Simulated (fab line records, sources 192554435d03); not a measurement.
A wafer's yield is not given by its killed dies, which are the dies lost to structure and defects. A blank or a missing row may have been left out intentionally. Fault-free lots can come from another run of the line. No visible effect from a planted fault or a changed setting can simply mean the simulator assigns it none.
Matching of chambers | flow n5-finfet | N5_BEOL_M0_SAQP_STRIP_75 on rie-diel-02: 4 sister chambers
The step strips in CF4. 8 wafers are shown with their chamber, then 7 later ones without.

== EACH WAFER AND ITS CHAMBER ==
wafer  | chamber | throttle-valve-pct (%) | showerhead-plenum-p-Torr (Torr)
L077.2 | 2       | 13.0                   | 1.84
L080.2 | 2       | 13.0                   | 1.84
L080.3 | 0       | 13.8                   | 1.77
L081.1 | 3       | 13.3                   | 1.89
L081.3 | 1       | 13.2                   | 1.82
L081.6 | 3       | 13.3                   | 1.89
L087.2 | 1       | 13.2                   | 1.81
L087.4 | 0       | 13.9                   | 1.76

== WAFERS WITHOUT THEIR CHAMBER ==
wafer  | throttle-valve-pct (%) | showerhead-plenum-p-Torr (Torr)
L087.6 | 13.2                   | 1.81
L089.2 | 13.9                   | 1.76
L089.4 | 13.1                   | 1.84
L089.6 | 13.2                   | 1.81
L094.1 | 13.9                   | 1.76
L094.3 | 13.4                   | 1.88
L094.6 | 13.1                   | 1.83

== WHICH CHAMBER EACH ONE RAN IN ==
wafer  | from the rows above     | in truth
L087.6 | 1                       | 1
L089.2 | 0                       | 0
L089.4 | 2                       | 2
L089.6 | 1                       | 1
L094.1 | 0                       | 0
L094.3 | 3                       | 3
L094.6 | can't be placed: 2 or 1 | 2
Correctly placed: 6 of 7. Not placeable from these rows: 1 (in 1, the candidates include the true chamber). Wrongly placed: 0.
How it was worked out, from the rows above alone: a wafer's distance from a chamber is the root of the sum, over the readings, of the square of ((its reading less the chamber's mean) divided by the reading's scatter). The wafer belongs to the nearest chamber; if the next one is less than 2 further off, it can't be placed. Each chamber's mean is taken over the wafers shown for it. The scatter: the root of (the sum of the squares of (reading less its chamber's mean) over the shown wafers, divided by (wafers less chambers)).
